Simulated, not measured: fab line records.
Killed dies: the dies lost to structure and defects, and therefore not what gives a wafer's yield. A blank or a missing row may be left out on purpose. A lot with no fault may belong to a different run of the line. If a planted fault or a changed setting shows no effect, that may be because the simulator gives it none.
fab line records :: flow n5-finfet
[record]
  lots = 3
  wafers = 9
  last-day = 17
route steps=1938 shown SD_ACTIVATION@331 ILD0@335 SDB@347 PASSIVATION@1936
lots that met no fault: taken from a fault-free run of the same line
start-h: the number of hours between the record's first day and the start of the first shown wafer of the lot :: wait-h: hours since the lot's step before :: " as in the row above :: L1.1+2: a single row standing in for several wafers :: - no value, or no start given :: * or withheld: withheld :: < > ~ a bound
route shown NAME@n: a module of which the file shows steps, and the number in the route of the first :: usual: the fault-free wafers' mean and standard deviation :: same: alike in all rows :: chamber/n: place in a boat :: sites: per-site readings :: _std_site: the values' standard deviation :: _edge_site: the outer-site mean with the inner-site mean subtracted :: radius-mm: how far each site lies from the wafer's centre :: mask NAME#n: copy n :: behind: the last tool/chamber to shape the wafer :: hold: why the lot was held/for how many hours/how that ended :: device: the transistor (n, p or np) that didn't switch :: end of line: tests of these same wafers at the route's end :: for a step that has no rows: nothing shown but its recipe :: killed: count of dies lost to structure and defects at first sort (not the wafer's yield) :: map: a wafer's dies, x killed, . not, _ none there
set.NAME: setting as actually run; set.NAME@STEP: the setting as run at that earlier step :: model.NAME: the simulator's own value behind a step, which no gauge read
lots at some steps of the route; a table a step, a row a wafer
services: a tool's chamber out of use, with start hour (start-h, from the record's first day; less than 0 if before it), hours out, and reason
[[steps]]
[step N5_SD_ACTIVATION_LSA_01]
[recipe]
  temp-c = 1080
  time-s = 0.0008
  ambient = N2
[step N5_ILD0_LINER_00]
[recipe]
  material = SiNx
  target-thk-a = 40
  temp-c = 400
  ald-precursor-family = SiH2I2
  ald-co-reactant = N2/H2-plasma
  pulse-time-s = 1
  purge-time-s = 2
  co-reactant-purge-time-s = 2
  ald-cycles = 80
  pressure-torr = 2
[step N5_ILD0_FCVD_FILL_01]
[recipe]
  material = SiO2_flowable
  target-thk-a = 2000
  temp-c = 100
  pressure-torr = 0.8
  rf-w = 2000
  time-s = 328.3
[step N5_ILD0_CURE_02]
[recipe]
  temp-c = 450
  time-s = 1800
  ambient = steam
  idle-temp-c = 400
  ramp-up-c-per-min = 5
  ramp-down-c-per-min = 3
  densification-p-h2o-torr = 640
[step N5_ILD0_CMP_03]
[recipe]
  stop-on = SiNx
  t-overpolish-s = 1.9
  post-cmp-clean = alkaline-brush
  down-force-psi = 4.1491
  platen-rpm = 51.796
  pad-velocity-m-s = 1.0306
  target-thk-nm = 197.38
[step N5_ILD0_CMP_07]
[recipe]
  stop-on = poly-Si
  material = SiO2_flowable
  t-overpolish-s = 1.18
  post-cmp-clean = alkaline-brush
  down-force-psi = 4.1491
  platen-rpm = 51.796
  pad-velocity-m-s = 1.0306
  target-thk-nm = 138.88
[step N5_ILD0_PRECLEAN_10]
[recipe]
  chemistry = NF3:NH3
  afs-cycles = 5
  time-s = 20
  temp-c = 30
  sublimation-temp-c = 180
  sublimation-time-s = 60
  pressure-torr = 3
  rf-power-w = 30
[step N5_ILD0_ALD_15]
[recipe]
  material = SiNx
  target-thk-a = 240
  temp-c = 400
  ald-precursor-family = SiH2I2
  ald-co-reactant = N2/H2-plasma
  pulse-time-s = 1
  ald-cycles = 480
  purge-time-s = 2
  co-reactant-purge-time-s = 2
  pressure-torr = 2
[usual]
  heater-power-w = 853/57
  precursor-pulse-height-rel = 1.000/0.021
lot.wafer: L400.1
tool: ald-sin-04
chamber: 3
start-h: 73.20
wait-h: 0.6
heater-power-w: 905
precursor-pulse-height-rel: 1.023

lot.wafer: L400.5
tool: ald-sin-04
chamber: 2
start-h: 74.28
wait-h: 1.3
heater-power-w: 861
precursor-pulse-height-rel: 1.028

lot.wafer: L400.6
tool: ald-sin-04
chamber: 1
start-h: 74.28
wait-h: 1.3
heater-power-w: 841
precursor-pulse-height-rel: 0.978

lot.wafer: L403.3
tool: ald-sin-03
chamber: 3
start-h: 91.97
wait-h: 0.4
heater-power-w: 866
precursor-pulse-height-rel: 0.971

lot.wafer: L403.5
tool: ald-sin-03
chamber: 0
start-h: 93.06
wait-h: 1.2
heater-power-w: 890
precursor-pulse-height-rel: 1.022

lot.wafer: L403.6
tool: ald-sin-03
chamber: 1
start-h: 93.06
wait-h: 1.2
heater-power-w: 762
precursor-pulse-height-rel: 0.997

lot.wafer: L417.1
tool: ald-sin-03
chamber: 3
start-h: 176.63
wait-h: 0.6
heater-power-w: 896
precursor-pulse-height-rel: 0.981

lot.wafer: L417.2
tool: ald-sin-03
chamber: 2
start-h: 176.63
wait-h: 0.6
heater-power-w: 764
precursor-pulse-height-rel: 1.005

lot.wafer: L417.6
tool: ald-sin-03
chamber: 3
start-h: 178.80
wait-h: 2.2
heater-power-w: 856
precursor-pulse-height-rel: 1.026
[step N5_ILD0_CMP_12]
[recipe]
  stop-on = poly-Si
  material = SiNx
  t-overpolish-s = 6
  post-cmp-clean = alkaline-brush
  down-force-psi = 2.5
  platen-rpm = 51.8
  pad-velocity-m-s = 1.0307
  target-thk-nm = 17.67
[step N5_SDB_HM_DEP_00]
[recipe]
  material = SiNx
  target-thk-a = 400
  temp-c = 400
  precursor = SiH4/NH3/N2
  pressure-torr = 1.5
  rf-w = 300
  time-s = 35.3
[step N5_SDB_COAT_03]
[recipe]
  resist = SOC
  temp-c = 250
  time-s = 60
  spin-rpm = 1500
  resist-thk-nm = 100
[step N5_SDB_COAT_04]
[recipe]
  resist = SiARC
  temp-c = 220
  time-s = 60
  spin-rpm = 1500
  resist-thk-nm = 18
[step N5_SDB_COAT_05]
[recipe]
  resist = CAR-ArF
  spin-rpm = 1500
  resist-thk-nm = 90
[step N5_SDB_EBR_07]
[recipe]
  solvent = PGMEA
  ebr-width-mm = 1.5
[step N5_SDB_SOFTBAKE_06]
[recipe]
  temp-c = 110
  time-s = 60
  resist = CAR-ArF
[step N5_SDB_EXPOSE_08]
[recipe]
  mask-id = SDB
  na = 1.35
  source-shape = conventional
  sigma-outer = 0.5
  polarization = unpolarized
  dose-mj = 49.6
[step N5_SDB_PEB_09]
[recipe]
  peb-temp-c = withheld
  peb-time-s = 60
  resist = CAR-ArF
[step N5_SDB_DEVELOP_10]
[recipe]
  develop-time-s = 30
  developer = TMAH
  resist = CAR-ArF
  rinse-liquid = diw
  dry = air-spin
  dev-temp-c = 23
[step N5_SDB_DESCUM_16]
[recipe]
  chemistry = O2
  time-s = 7.9
  source-power-w = 50
  bias-power-w = 20
  pressure-mtorr = 20
  rf-frequency-hz = 2.712e+07
  temp-c = 40
  resist = CAR-ArF
  o2-flow-sccm = 225
[step N5_SDB_ETCH_17]
[recipe]
  chemistry = CF4
  target = SiARC
  target-depth-a = 234
  mask-material = CAR-ArF
  time-s = 39
  ion-energy-ev = 80
  pressure-mtorr = 40
  source-w = 545
  bias-w = 36
  Ar_flow_sccm = 100
  cf4-flow-sccm = 100
  ends = cleared
[step N5_SDB_ETCH_18]
[recipe]
  chemistry = N2/H2
  target = SOC
  target-depth-a = 1000
  overetch-a = 200
  mask-material = SiARC
  temp-c = 40
  time-s = 150
  ion-energy-ev = 200
  pressure-mtorr = 30
  source-w = 840
  bias-w = 150
  n2-flow-sccm = 200
  h2-flow-sccm = 200
[step N5_SDB_STRIP_19]
[recipe]
  chemistry = N2/H2
  temp-c = 40
  n2-flow-sccm = 200
  h2-flow-sccm = 200
  rf-frequency-hz = 6e+07
[step N5_SDB_STRIP_21]
[recipe]
  chemistry = CF4
  resist = SiARC
  power-w = 300
  bias-power-w = 75
  pressure-mtorr = 50
  cf4-flow-sccm = 150
  rf-frequency-hz = 6e+07
[step N5_SDB_HM_OPEN_20]
[recipe]
  chemistry = CH3F/O2
  target = SiNx
  mask-material = SOC
  target-depth-a = 240
  stop-on = poly-Si
  over-etch-frac = 0.4
  ion-energy-ev = 120
  pressure-mtorr = 30
  source-w = 395
  bias-w = 73
  Ar_flow_sccm = 150
  CH3F_flow_sccm = 30
  O2_flow_sccm = 20
[step N5_SDB_STRIP_22]
[recipe]
  chemistry = N2/H2
  power-w = 1000
  temp-c = 250
  h2-frac = 0.65
  overash-fraction = 0.3
  pressure-mtorr = withheld
  n2-flow-sccm = 1750
  h2-flow-sccm = 3250
[step N5_SDB_PRECLEAN_23]
[recipe]
  chemistry = dHF
  time-s = 30
  temp-c = 25
  dilution = withheld
[step N5_SDB_DUMMY_REMOVE_24]
[recipe]
  chemistry = TMAH
  temp-c = 70
  target = poly-Si
  stop-on = SiO2
  target-depth-nm = 142
  conc-wt-pct = 5
  time-s = 57
  dry = ipa-marangoni
  rinse-time-s = 30
  rinse-temp-c = 23
[step N5_SDB_ETCH_25]
[recipe]
  chemistry = C4F6/O2
  target = SiO2
  target-depth-a = 100
  time-s = 3.3
  ion-energy-ev = 250
  mask-material = SiNx
  pressure-mtorr = 30
  source-w = 345
  bias-w = 185
  Ar_flow_sccm = 300
  C4F6_flow_sccm = 10
  O2_flow_sccm = 10
[step N5_SDB_CUT_ETCH_26]
[recipe]
  chemistry = HBr/Cl2/O2
  target = Si
  target-depth-a = 1296
  bt-time-s = 20
  mask-material = SiNx
  time-s = 51.8
  ion-energy-ev = *
  bias-w = *
  pressure-mtorr = 10
  icp-w = 800
  HBr_flow_sccm = 150
  Cl2_flow_sccm = 80
  O2_flow_sccm = 12
[step N5_SDB_PRECLEAN_38]
[recipe]
  chemistry = dHF
  time-s = 10
  dilution = 750:1
  temp-c = 25
[step N5_SDB_PRECLEAN_39]
[recipe]
  chemistry = O3/DIW
  time-s = 45
  temp-c = 22
  o3-ppm = 10
[step N5_SDB_SRD_28]
[recipe]
  dry = ipa-marangoni
  time-s = 30
  temp-c = 23
  rinse-liquid = diw
[step N5_PASSIVATION_PROBE_49]
[usual]
  defect-limited-yield = 91.3/1.4
  killed_at_M0_to_M3 = 34/9.2
  killed_at_M4_up = 13/5.3
  killed-at-contacts = 12/6
  killed-at-front-end = 39/12
  killed-at-other = 4/3.3
  killed-dies = 102/17
  killed-open = 67/12
  killed-short = 34/7.4
  sort_bin_4_leakage = 0.00/0.014
  sort_bin_5_function = 5.1/1
  sort_bin_6_memory = 3.2/0.6
  sort-n-pass = 1078/17
  sort-yield-pct = 91.3/1.4
[same]
  gross-dies = 1180
  killed-at-back-side = 0
  sort_bin_8_speed[%] = 0
lot.wafer: L403.3
tool: prober-01
chamber: -
start-h: 316.62
wait-h: 0.1
defect-limited-yield[%]: 90.8
killed_at_M0_to_M3: 35
killed_at_M4_up: 8
killed-at-contacts: 14
killed-at-front-end: 43
killed-at-other: 8
killed-dies: 108
killed-open: 64
killed-short: 44
sort_bin_4_leakage[%]: 0
sort_bin_5_function[%]: 5.7
sort_bin_6_memory[%]: 3.4
sort-n-pass: 1072
sort-yield-pct[%]: 90.8

lot.wafer: L403.5
tool: prober-01
chamber: -
start-h: 316.72
wait-h: 0.2
defect-limited-yield[%]: 91.0
killed_at_M0_to_M3: 29
killed_at_M4_up: 12
killed-at-contacts: 7
killed-at-front-end: 43
killed-at-other: 15
killed-dies: 106
killed-open: 74
killed-short: 32
sort_bin_4_leakage[%]: 0
sort_bin_5_function[%]: 5.8
sort_bin_6_memory[%]: 2.9
sort-n-pass: 1074
sort-yield-pct[%]: 91.0

lot.wafer: L403.6
tool: prober-01
chamber: -
start-h: 316.77
wait-h: 0.3
defect-limited-yield[%]: 91.5
killed_at_M0_to_M3: 33
killed_at_M4_up: 12
killed-at-contacts: 5
killed-at-front-end: 33
killed-at-other: 17
killed-dies: 100
killed-open: 61
killed-short: 39
sort_bin_4_leakage[%]: 0
sort_bin_5_function[%]: 4.7
sort_bin_6_memory[%]: 3.2
sort-n-pass: 1080
sort-yield-pct[%]: 91.5

lot.wafer: L417.2
tool: prober-01
chamber: -
start-h: 406.97
wait-h: 0.1
defect-limited-yield[%]: 81.4
killed_at_M0_to_M3: 26
killed_at_M4_up: 12
killed-at-contacts: 26
killed-at-front-end: 151
killed-at-other: 4
killed-dies: 219
killed-open: 65
killed-short: 32
sort_bin_4_leakage[%]: 0
sort_bin_5_function[%]: 12.1
sort_bin_6_memory[%]: 4.7
sort-n-pass: 961
sort-yield-pct[%]: 81.4
// killed by level:class
L403.3 FIN_SAQP:geometric-particle:open=12 BEOL_M0_SAQP:geometric-particle:short=11 MOL_CONTACT_COAG:geometric-particle:open=10 FIN_SAQP:geometric-particle:short=8 STI_FIN_REVEAL:geometric-particle:open=6 BEOL_M0_SAQP:geometric-particle:open=6 BEOL_M3:geometric-particle:open=6 MIM_TOP:geometric-particle:short=5
L403.5 FIN_SAQP:geometric-particle:open=15 FIN_SAQP:geometric-particle:short=12 BEOL_M0_SAQP:geometric-particle:open=9 MOL_CONTACT_COAG:geometric-particle:open=7 STI_FIN_REVEAL:geometric-particle:open=6 BEOL_M3:geometric-particle:open=6 BEOL_M4:geometric-particle:open=6 MIM_TOP:geometric-particle:open=6
L403.6 FIN_SAQP:geometric-particle:short=12 BEOL_M2:geometric-particle:open=11 FIN_SAQP:geometric-particle:open=7 BEOL_M0_SAQP:geometric-particle:short=6 PASS1_CAP:geometric-particle:open=6 MOL_CONTACT_COAG:geometric-particle:open=5 BEOL_M3:geometric-particle:open=5 PASS1_CAP:geometric-particle:short=5
L417.2 ILD0:unspecified=119 MOL_CONTACT_COAG:geometric-particle:open=19 FIN_SAQP:geometric-particle:short=8 MOL_CONTACT_COAG:geometric-particle:short=7 FIN_SAQP:geometric-particle:open=6 STI_FIN_REVEAL:geometric-particle:open=6 BEOL_M0_SAQP:geometric-particle:short=5 BEOL_M3:geometric-particle:open=5
// map L417.2 (x killed, . not)
_________________............________________
______________.......x.........._____________
___________...................x....__________
__________..................x......._________
________..............x..x.x.........._______
_______..............x........x.x......______
______...xxxxxx......x.x.....xx........x_____
_____x.xx..x.....x.......................____
____xx.xx.xx.......x.x....x...............___
___..x.xxx.xx.x..x.........x..x.x...xx.....__
___xxxxxxxxxxxx...x......x.x...............__
__.xxxxxxxxxxx.x.......x.............x......_
__xxxxxxxxxxxx........x.........x.......x..._
_.xxxxxxxxxxxxxx...x.............xxx.........
_xxxxxxxxxxxx.x..x.....x.................x...
_.xxxxxxxxxxxxxx.x...x..x...x.......x......x.
_.x.xxxxxxxxx.........x......................
_....xxxxxxxx................................
_..x..x.xx.xx......x...x.x....x.....x.....x..
_.......x.........x.x......................x.
_..x......x......x.............x.............
__.............x.........x........x.......x._
__..x...x...........................x......._
___.....x...x.x........x...........x.......__
___.................................x.x....__
____................x....x..x...x....x...x___
_____x...................................____
______....x..........x..xx.....x........_____
_______...........................x....______
________.............................x_______
__________..............x..x........_________
___________......x..x..............__________
______________................x._____________
_________________......x.x...________________
// map L403.3 (x killed, . not)
_________________............________________
______________x................x_____________
___________........x.x.............__________
__________.x..............x........._________
________....x..........x...x.........._______
_______.........x..................x...______
______x..................x..x..........._____
_____x...x...x..............x............____
____......................................___
___...x...x......x.......x.................__
___.......................x................__
__...........x.x.x.......x.........x........_
__......x.x..x...........x..x..x........x.x._
_.....x........x...x....x........x...........
_....x..............xx....x...x.........x....
_.x..........x..............x....x..x........
_..x.............x..x..................x.....
_......x..x.x.x....x.........................
_........x........x....x.....................
_......................x.........x...........
_...........................................x
__........xx................x......x.......x_
__................................x........._
___....x.................x.......x.....x.x.__
___x....................x............x.....__
____.xx................x.........x....x...___
_____.....x.........x...x........xx......____
______.......x........x................._____
_______.....................x.xx..x....______
________.............................._______
__________...x......................_________
___________...x..x..x....x.........__________
______________.......xx.....x.x._____________
_________________....x.x.....________________
[[services]]
tool: ald-sin-04
chamber: -
start-h: 64.44
hours: 0.4
kind: repair
[[key]]
[first-sign]
  step = N5_PASSIVATION_PROBE_49
  reading = killed-at-front-end
  direction = up
  sigmas = 9.4
  usual = 39
  struck = 151
[effect]
  step = N5_PASSIVATION_PROBE_49
  reading = defect-limited-yield
  direction = down
  sigmas = 7
  usual = 91.3
  struck = 81.4
[more-kills-born-at]
  N5_ILD0_ALD_15@ald-sin-03 = 119
met-at N5_ILD0_ALD_15
struck-wafers L417.2
[fault]
  kind = chamber-particle-source
  tool = ald-sin-03
  chamber = 2
  onset-h = 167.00
  steps = N5_ILD0_ALD_15
  rate-per-visit-cm2 = 0.69736
  end-h = 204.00
